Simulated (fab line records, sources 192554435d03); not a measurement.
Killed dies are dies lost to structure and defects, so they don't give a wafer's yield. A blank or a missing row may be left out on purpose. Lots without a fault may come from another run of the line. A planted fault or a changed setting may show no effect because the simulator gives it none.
Which tool did it? | flow n5_finfet | 10 lots, 29 wafers sampled, at 5 steps of a route of 1938

WHAT THE GAUGES READ, wafer by wafer
N5_BEOL_M4_RC_MEAS_101. Usual: DIBL_N 36.1 mV/V, standard deviation 1.4; DIBL_P 36.3 mV/V, standard deviation 1.4; IOFF_N 0.154 nA/um, standard deviation 0.021; IOFF_P 0.21 nA/um, standard deviation 0.032; ION_N 670 uA/um, standard deviation 8.1; ION_P 461 uA/um, standard deviation 7; SS_N 71.4 mV/dec, standard deviation 0.49; SS_P 73.3 mV/dec, standard deviation 0.5; VT_N 250.4 mV, standard deviation 2.6; VT_P -250 mV, standard deviation 3.7.
lot  | measured     | on        | DIBL_N (mV/V)  | DIBL_P (mV/V)  | IOFF_N (nA/um)    | IOFF_P (nA/um) | ION_N (uA/um) | ION_P (uA/um) | SS_N (mV/dec)  | SS_P (mV/dec)  | VT_N (mV)         | VT_P (mV)      | flag
L825 | day 8 16:52  | prober-02 | 35.2 36.5 34.0 | 35.6 37.4 34.8 | 0.146 0.168 0.126 | 0.18 0.20 0.17 | 664 671 669   | 451 454 453   | 72.2 72.1 71.1 | 73.3 74.0 73.0 | 253.0 251.3 252.2 | -256 -255 -253 |
L827 | day 9 13:38  | prober-01 | 36.2 36.6 38.0 | 36.9 38.1 40.1 | 0.161 0.170 0.195 | 0.19 0.21 0.25 | 672 673 679   | 455 459 464   | 70.7 71.9 71.2 | 73.9 74.1 73.9 | 249.6 250.5 248.4 | -253 -256 -248 |
L828 | day 9 16:39  | prober-01 | 35.9 34.8 37.2 | 35.7 33.5 36.3 | 0.133 0.114 0.153 | 0.21 0.18 0.22 | 672 657 672   | 469 464 464   | 70.8 70.9 70.8 | 72.8 72.1 73.4 | 254.0 257.3 250.8 | -249 -254 -248 |
L829 | day 9 19:14  | prober-02 | 33.3 36.0 34.6 | 32.9 35.6 34.2 | 0.124 0.170 0.146 | 0.22 0.28 0.25 | 664 676 681   | 472 475 480   | 70.8 71.4 71.1 | 73.2 73.1 72.8 | 252.9 246.2 250.2 | -244 -242 -241 |
L830 | day 10 23:01 | prober-02 | 35.3 34.5 35.5 | 36.6 35.5 35.6 | 0.152 0.133 0.142 | 0.21 0.19 0.20 | 668 664 662   | 458 456 455   | 71.9 71.6 71.7 | 73.1 72.4 72.9 | 249.3 250.4 252.5 | -251 -252 -251 |
L836 | day 12 08:41 | prober-01 | 36.6 35.7      | 36.9 36.5      | 0.168 0.154       | 0.25 0.23      | 666 666       | 461 464       | 71.9 71.9      | 73.8 73.5      | 248.4 250.2       | -245 -249      |
L839 | day 12 07:35 | prober-02 | 35.6 36.7 35.5 | 36.4 37.6 36.7 | 0.161 0.179 0.164 | 0.21 0.24 0.22 | 677 678 680   | 462 468 462   | 71.2 71.8 71.6 | 72.6 73.8 73.6 | 248.5 246.2 247.9 | -249 -247 -251 |
L845 | day 14 16:38 | prober-02 | 37.8 37.4 38.6 | 38.2 37.7 39.7 | 0.167 0.154 0.186 | 0.22 0.21 0.24 | 665 661 679   | 453 459 463   | 71.4 71.3 71.7 | 73.6 73.1 73.4 | 249.4 250.7 250.4 | -250 -251 -251 |
L847 | day 15 03:52 | prober-01 | 38.4 36.3 37.2 | 39.0 36.1 37.6 | 0.203 0.148 0.176 | 0.27 0.21 0.25 | 669 668 677   | 463 465 469   | 72.2 71.8 71.7 | 74.1 73.2 73.3 | 247.8 252.4 249.6 | -246 -250 -245 |
L848 | day 15 04:57 | prober-02 | 35.5 36.7 36.2 | 36.3 37.0 36.6 | 0.127 0.152 0.140 | 0.17 0.19 0.18 | 664 668 669   | 461 453 455   | 71.0 71.5 71.4 | 72.8 72.7 73.2 | 254.9 252.0 257.7 | -257 -251 -257 |

WHICH TOOL RAN EACH LOT (tool, then ch and the chambers of the sampled wafers, then the start)
lot  | N5_BEOL_M2_TRENCH_ETCH_37                     | N5_BEOL_M2_DEGAS_44          | N5_BEOL_M2_ALD_84                   | N5_BEOL_M2_ANNEAL_82
L825 | rie_diel-02 ch 1,2,3, day 6 23:29 or earlier  | pvd_sputter-03, day 6 23:29  | ald_metal-04 ch 0,1,2, day 6 23:37  | pvd_sputter-02, day 7 00:53
L827 | rie_diel-02 ch 0,1,3, day 7 18:38 or earlier  | pvd_sputter-02, day 7 18:38  | ald_metal-04 ch 1,2,3, day 7 18:47  | pvd_sputter-01, day 7 20:13
L828 | rie_diel-01 ch 1,2,3, day 8 09:55 or earlier  | pvd_sputter-01, day 8 09:55  | ald_metal-04 ch 0,2,3, day 8 10:02  | pvd_sputter-01, day 8 11:29
L829 | rie_diel-01 ch 2,3, day 8 22:50 or earlier    | pvd_sputter-02, day 8 22:50  | ald_metal-02 ch 0,3, day 8 22:57    | pvd_sputter-03, day 9 00:20
L830 | rie_diel-01 ch 1,2,3, day 9 09:36 or earlier  | pvd_sputter-01, day 9 09:36  | ald_metal-02 ch 0,2, day 9 09:48    | pvd_sputter-01, day 9 10:49
L836 | rie_diel-01 ch 1,3, day 10 05:39 or earlier   | pvd_sputter-02, day 10 05:39 | ald_metal-02 ch 0,3, day 10 05:46   | pvd_sputter-01, day 10 06:46
L839 | rie_diel-01 ch 1,2,3, day 11 04:16 or earlier | pvd_sputter-03, day 11 04:16 | ald_metal-02 ch 1,2,3, day 11 04:22 | pvd_sputter-03, day 11 05:26
L845 | rie_diel-02 ch 0,1, day 13 04:36 or earlier   | pvd_sputter-03, day 13 04:36 | ald_metal-02 ch 1,3, day 13 04:42   | pvd_sputter-03, day 13 05:58
L847 | rie_diel-01 ch 0,2,3, day 13 13:14 or earlier | pvd_sputter-01, day 13 13:14 | ald_metal-02 ch 1,2, day 13 13:20   | pvd_sputter-03, day 13 14:21
L848 | rie_diel-02 ch 1,2, day 13 13:19 or earlier   | pvd_sputter-01, day 13 13:19 | ald_metal-03 ch 2,3, day 13 13:25   | pvd_sputter-01, day 13 14:59
- N5_BEOL_M2_TRENCH_ETCH_37: etches SiOC in C4F6/O2, target depth 55.555 nm, time 29.2 s.
- N5_BEOL_M2_DEGAS_44: time 60 s.
- N5_BEOL_M2_ALD_84: deposits TaN, pulse time 2 s, purge time 3 s, co reactant purge time 2 s.
- N5_BEOL_M2_ANNEAL_82: time 240 s.

WHAT THE TOOLS THEMSELVES READ (means of the sampled wafers that have a number; where no wafer has one, the mark that the record gives instead)
N5_BEOL_M2_TRENCH_ETCH_37. Usual: O2_flow_sccm 9.998 sccm, standard deviation 0.029; drypump_motor_current_A 5.8 A, standard deviation 0.46; mfc_ar_sccm 300.0 sccm, standard deviation 0.86; oes_product_au 0.84 a.u., standard deviation 0.091; rf_fwd_power_W 350.6 W, standard deviation 1.2; rf_vpp_V 668 V, standard deviation 7; showerhead_plenum_p_Torr 2.92 Torr, standard deviation 0.073; throttle_valve_pct 20.74 %, standard deviation 0.23.
lot  | tool        | O2_flow_sccm (sccm) | drypump_motor_current_A (A) | mfc_ar_sccm (sccm) | oes_product_au (a.u.) | rf_fwd_power_W (W) | rf_vpp_V (V) | showerhead_plenum_p_Torr (Torr) | throttle_valve_pct (%) | flag
L825 | rie_diel-02 | 10.003              | 6.4                         | 300.8              | 0.76                  | 350.8              | 668          | 2.88                            | 20.92                  |
L827 | rie_diel-02 | 9.975               | 6.1                         | 299.8              | 0.79                  | 349.3              | 671          | 2.85                            | 21.05                  |
L828 | rie_diel-01 | 9.981               | 5.7                         | 299.5              | 0.79                  | 349.4              | 672          | 2.94                            | 20.77                  |
L829 | rie_diel-01 | 10.017              | 5.7                         | 301.1              | 0.73                  | 350.1              | 675          | 2.88                            | 20.90                  |
L830 | rie_diel-01 | 9.993               | 5.7                         | 299.8              | 0.77                  | 350.8              | 672          | 2.94                            | 20.79                  |
L836 | rie_diel-01 | 10.010              | 6.0                         | 300.2              | 0.81                  | 351.9              | 674          | 2.94                            | 20.65                  |
L839 | rie_diel-01 | 10.013              | 5.7                         | 299.4              | 0.85                  | 350.4              | 671          | 2.93                            | 20.68                  |
L845 | rie_diel-02 | 9.990               | 5.7                         | 300.0              | 0.88                  | 349.6              | 674          | 2.87                            | 20.92                  |
L847 | rie_diel-01 | 9.998               | 5.6                         | 300.7              | 0.82                  | 349.7              | 670          | 2.87                            | 20.74                  |
L848 | rie_diel-02 | 9.988               | 6.3                         | 300.9              | 0.88                  | 351.4              | 673          | 2.86                            | 20.69                  |

N5_BEOL_M2_DEGAS_44. Usual: heater_power_w 339 W, standard deviation 22.
lot  | tool           | heater_power_w (W) | flag
L825 | pvd_sputter-03 | 329                |
L827 | pvd_sputter-02 | 326                |
L828 | pvd_sputter-01 | 345                |
L829 | pvd_sputter-02 | 317                |
L830 | pvd_sputter-01 | 363                |
L836 | pvd_sputter-02 | 304                |
L839 | pvd_sputter-03 | 334                |
L845 | pvd_sputter-03 | 332                |
L847 | pvd_sputter-01 | 347                |
L848 | pvd_sputter-01 | 356                |

N5_BEOL_M2_ALD_84. Usual: heater_power_w 449 W, standard deviation 41.
lot  | tool         | heater_power_w (W) | flag
L825 | ald_metal-04 | 438                |
L827 | ald_metal-04 | 429                |
L828 | ald_metal-04 | 430                |
L829 | ald_metal-02 | 483                |
L830 | ald_metal-02 | 426                |
L836 | ald_metal-02 | 467                |
L839 | ald_metal-02 | 454                |
L845 | ald_metal-02 | 485                |
L847 | ald_metal-02 | 466                |
L848 | ald_metal-03 | 378                |

N5_BEOL_M2_ANNEAL_82. Usual: heater_power_w 845 W, standard deviation 50.
lot  | tool           | heater_power_w (W) | flag
L825 | pvd_sputter-02 | 770                |
L827 | pvd_sputter-01 | 865                |
L828 | pvd_sputter-01 | 883                |
L829 | pvd_sputter-03 | 864                |
L830 | pvd_sputter-01 | 894                |
L836 | pvd_sputter-01 | 854                |
L839 | pvd_sputter-03 | 865                |
L845 | pvd_sputter-03 | 861                |
L847 | pvd_sputter-03 | 820                |
L848 | pvd_sputter-01 | 897                |

THE ANSWER, worked out from the rows above alone
Rule: a lot is off if the mean of its wafers that have a number lies more than 3 standard deviations from the usual mean. A lot without any number at a reading at which 4 lots or more have one is off too. The other lots that the step has rows for count as sound. The gauges are gone through in route order, then the tools' own readings, and for those a lot's mean is taken as printed above. The first step at which some lot is off is used, and at that step the reading that is off furthest; a lot without a number counts as furthest.
No lot is off at any reading shown: from this, nothing can be told.

WHAT THE SIMULATOR HAD PUT IN
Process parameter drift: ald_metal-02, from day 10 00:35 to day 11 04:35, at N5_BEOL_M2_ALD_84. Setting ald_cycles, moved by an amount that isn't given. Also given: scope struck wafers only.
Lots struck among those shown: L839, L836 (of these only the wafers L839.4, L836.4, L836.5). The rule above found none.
